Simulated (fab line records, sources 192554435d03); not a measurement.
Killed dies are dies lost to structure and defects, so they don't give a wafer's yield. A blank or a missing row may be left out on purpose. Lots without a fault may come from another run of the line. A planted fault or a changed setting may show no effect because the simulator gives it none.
Split-lot experiment | flow n5_finfet | 7 lots, 39 wafers read, on a route of 1938 steps

THE SPLIT
At N5_SD_EPI_N_DEVELOP_08 (develop time 30 s), the setting develop_time_s was moved away from the recipe's 30 s on 18 of the 39 wafers read, by -59.9% to +23.1%. The other wafers ran this setting at the recipe's value.

The file shows no step between the split and the reading.

THE READING
cd_nm, in nm, at N5_SD_EPI_N_CD_MEAS_09 (target cd 120 nm). Fault-free wafers of this fab line usually give 120.0 nm, standard deviation 0.65 nm.

wafer  | tool, chamber at the split | develop_time_s as run, s | against the recipe | cd_nm, nm | against lot-mates on the recipe
L074.1 | litho_track-04, 0          | 12.22                    | -59.3%             | 115.9     | -4.3
L074.2 | litho_track-04, 0          | 30                       | recipe             | 120.6     | -
L074.3 | litho_track-04, 0          | 12.22                    | -59.3%             | 115.1     | -5.1
L074.4 | litho_track-04, 0          | 30                       | recipe             | 118.9     | -
L074.5 | litho_track-04, 0          | 12.22                    | -59.3%             | 115.2     | -5.0
L074.6 | litho_track-04, 0          | 30                       | recipe             | 121.1     | -
L080.1 | litho_track-03, 0          | 12.02                    | -59.9%             | 115.1     | -5.1
L080.2 | litho_track-03, 0          | 30                       | recipe             | 119.9     | -
L080.3 | litho_track-03, 0          | 12.02                    | -59.9%             | 114.9     | -5.3
L080.4 | litho_track-03, 0          | 12.02                    | -59.9%             | 114.6     | -5.6
L080.5 | litho_track-03, 0          | 30                       | recipe             | 120.3     | -
L080.6 | litho_track-03, 0          | 30                       | recipe             | 120.5     | -
L086.2 | litho_track-02, 0          | 30                       | recipe             | 119.6     | -
L086.3 | litho_track-02, 0          | 30                       | recipe             | 120.4     | -
L086.6 | litho_track-02, 0          | 30                       | recipe             | 120.1     | -
L090.1 | litho_track-02, 0          | 30                       | recipe             | 119.0     | -
L090.2 | litho_track-02, 0          | 36.92                    | +23.1%             | 120.9     | +1.1
L090.3 | litho_track-02, 0          | 30                       | recipe             | 121.0     | -
L090.4 | litho_track-02, 0          | 36.92                    | +23.1%             | 121.2     | +1.4
L090.5 | litho_track-02, 0          | 30                       | recipe             | 119.3     | -
L090.6 | litho_track-02, 0          | 36.92                    | +23.1%             | 120.8     | +1.0
L093.1 | litho_track-03, 0          | 23.55                    | -21.5%             | 118.9     | -0.5
L093.2 | litho_track-03, 0          | 30                       | recipe             | 119.6     | -
L093.3 | litho_track-03, 0          | 30                       | recipe             | 119.1     | -
L093.4 | litho_track-03, 0          | 30                       | recipe             | 119.6     | -
L093.5 | litho_track-03, 0          | 23.55                    | -21.5%             | 117.6     | -1.8
L093.6 | litho_track-03, 0          | 23.55                    | -21.5%             | 118.9     | -0.5
L095.1 | litho_track-02, 0          | 15.2                     | -49.3%             | 116.6     | -3.8
L095.2 | litho_track-02, 0          | 30                       | recipe             | 119.1     | -
L095.3 | litho_track-02, 0          | 30                       | recipe             | 120.3     | -
L095.4 | litho_track-02, 0          | 30                       | recipe             | 121.7     | -
L095.5 | litho_track-02, 0          | 15.2                     | -49.3%             | 116.4     | -4.0
L095.6 | litho_track-02, 0          | 15.2                     | -49.3%             | 116.4     | -4.0
L097.1 | litho_track-02, 0          | 30                       | recipe             | 119.9     | -
L097.2 | litho_track-02, 0          | 30                       | recipe             | 120.2     | -
L097.3 | litho_track-02, 0          | 23.01                    | -23.3%             | 118.6     | -1.3
L097.4 | litho_track-02, 0          | 30                       | recipe             | 119.5     | -
L097.5 | litho_track-02, 0          | 23.01                    | -23.3%             | 118.6     | -1.3
L097.6 | litho_track-02, 0          | 23.01                    | -23.3%             | 120.4     | +0.5

THE FIT
A straight line over all 39 wafers: cd_nm changes by +0.0739 nm for each +1% of develop_time_s; r = +0.93; the points scatter about the line by 0.75 nm.
The same after taking each lot's own level away (the mean of its wafers on the recipe; 39 wafers): +0.0784 nm for each +1%; r = +0.94; scatter 0.76 nm.
On that fit, the largest move of develop_time_s shifts the reading by 4.7 nm.
The lots' own levels span 119.43 to 120.37 nm, that is 1.4 times the standard deviation above.
So the lot-to-lot level changes the slope little: the two slopes agree.
Check: with one of the wafers moved furthest among these (-59.9%) left out of the fit, the line predicts -4.61 nm for it against its lot-mates. It came out at -5.13 nm against them.

OTHER SPLITS ON THESE WAFERS
These wafers also went through other splits before the reading. Each is held against what the fit with the lots' levels taken away leaves over:
other split on the same wafers | wafers away from the commonest value | r with cd_nm (lot level and that fit taken away)
N5_FIN_CUT_CUT_ETCH_26 time_s  | 12                                   | +0.03

THE WHOLE CHAIN: every reading that the file lists as answering this split, in the file's order
step                   | what it does             | reading                                                         | change (the file's fit)                | r (the file's)
N5_SD_EPI_N_CD_MEAS_09 | target cd 120 nm         | cd_nm                                                           | +0.0779 nm for each +1% of the setting | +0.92
N5_SD_EPI_N_DESCUM_14  | chemistry O2, time 7.9 s | SD_EPI_N.cd_nm (the simulator's own value, which no gauge read) | +0.0813 nm for each +1% of the setting | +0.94

THE FILE'S OWN FIT
cd_nm changes by +0.0779 nm for each +1% of develop_time_s, r = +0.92.
